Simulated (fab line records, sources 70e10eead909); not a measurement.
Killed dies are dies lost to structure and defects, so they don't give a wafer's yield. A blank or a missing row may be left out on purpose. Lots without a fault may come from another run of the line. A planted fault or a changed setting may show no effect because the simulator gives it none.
A struck lot beside a sound one | flow nand_harc | 13 steps out of a route of 1302
Sound: wafers L757.2, L757.5, L757.6. Struck: wafers L753.1, L753.5, L753.6. The cause comes at the end.
At each step with rows: each side's tool, then ch and its chambers, then its first start. Under that, the readings that differ: sound wafers | struck wafers | difference of the means | sigmas: that difference in standard deviations of wafers without a fault.
alike: readings whose means differ by less than 2 such deviations, and words and numbers that are the same on both sides. not compared: withheld readings, readings that some wafer has no value for, bounds like >300 that may hide the same value, and numbers for which the record gives no deviation and whose values overlap.
The two part at a step that has a row with sigmas, a row that says differs or no value, or rows on one side only. Numbers that don't overlap but have no deviation are shown without sigmas and don't part them. A reading that every wafer of one side lacks parts them only if that side has two wafers or more.

NHARC_A_SLIT_ETCH_29: etches the open film in CF4/O2, target depth 100 nm, overetch 10 nm, time 55 s.
  sound on rie_diel-05 ch 0,3, day 27 11:59; struck on rie_diel-07 ch 0,1,3, day 25 10:41
  alike: drypump_motor_current_A, oes_product_au, rf_vpp_V, showerhead_plenum_p_Torr, throttle_valve_pct
  not compared: rf_hours_counter_h
NHARC_A_SLIT_STRIP_18: strips in O2.
  sound on rie_diel-05 ch 1,2,3; struck on rie_diel-07 ch 1,2,3
  alike: drypump_motor_current_A, oes_product_au, rf_vpp_V, showerhead_plenum_p_Torr, throttle_valve_pct
  not compared: rf_hours_counter_h
then, 2 steps without rows for these wafers: NHARC_A_SLIT_PRECLEAN_19 (cleans in SC1); NHARC_A_SLIT_SRD_20.
NHARC_A_SLIT_CD_MEAS_21:
  sound on cd_sem-03, day 27 12:34; struck on cd_sem-03, day 25 11:11
  alike: cd_nm
then, 3 steps without rows for these wafers: NHARC_A_SIN_REMOVE_WET_00 (chemistry H3PO4, time 15300 s); NHARC_A_SIN_REMOVE_PRECLEAN_01 (cleans in SC1); NHARC_A_SIN_REMOVE_SRD_02.
NHARC_A_SIN_REMOVE_INSPECT_04:
  sound on defect_inspect-01, day 27 19:07; struck on defect_inspect-01, day 25 18:37
  alike: raw_defect_count
NHARC_A_WL_FILL_ALD_00: deposits Al2O3, target thk 3 nm, pulse time 3 s, ald cycles 30.
  sound on ald_hk-04 ch 0,1,3, day 27 19:16; struck on ald_hk-04 ch 0,1,3, day 25 18:46
  alike: heater_power_outer_w, heater_power_w, precursor_pulse_height_rel
NHARC_A_WL_FILL_RTA_01: time 5 s.
  sound on rtp_anneal-01 ch 0, day 27 19:29; struck on rtp_anneal-02 ch 0, day 25 18:56
  reading             | sound                | struck               | difference | sigmas
  lamp_power_pct (%)  | 31.5 31.6 31.5       | 32.4 32.4 32.3       | +0.8       | +2
  lamp_zone_3_pct (%) | 31.5 31.5 31.5       | 32.3 32.4 32.4       | +0.9       | +2
  wafer_temp_C_max    | 1004.9 1007.0 1005.1 | 1004.4 1003.6 1003.3 | -1.9       | -2
NHARC_A_WL_FILL_ALD_02: deposits TiN, target thk 2 nm, pulse time 3 s, ald cycles 100.
  sound on ald_metal-03 ch 0,1, day 27 19:42; struck on ald_metal-04 ch 1,2,3, day 25 19:14
  no value came back on the struck wafers for ald_cycles, heater_power_outer_w (W), heater_power_w (W), precursor_pulse_height_rel; on the sound wafers ald_cycles reads 100 100 100
-- the record jumps here: 4 days lie between the struck wafers' starts before and after (it left off in module A_WL_FILL and takes up again in module END, whose first step shown is number 1302 of the route) --
NHARC_END_SORT_01:
  the record has rows for the struck wafers here (prober-01 ch 0, day 29 18:44) and none for the sound ones

WHERE THEY PART
First at NHARC_A_WL_FILL_RTA_01; last, within this record, at NHARC_END_SORT_01.

WHY: what the simulator had put in
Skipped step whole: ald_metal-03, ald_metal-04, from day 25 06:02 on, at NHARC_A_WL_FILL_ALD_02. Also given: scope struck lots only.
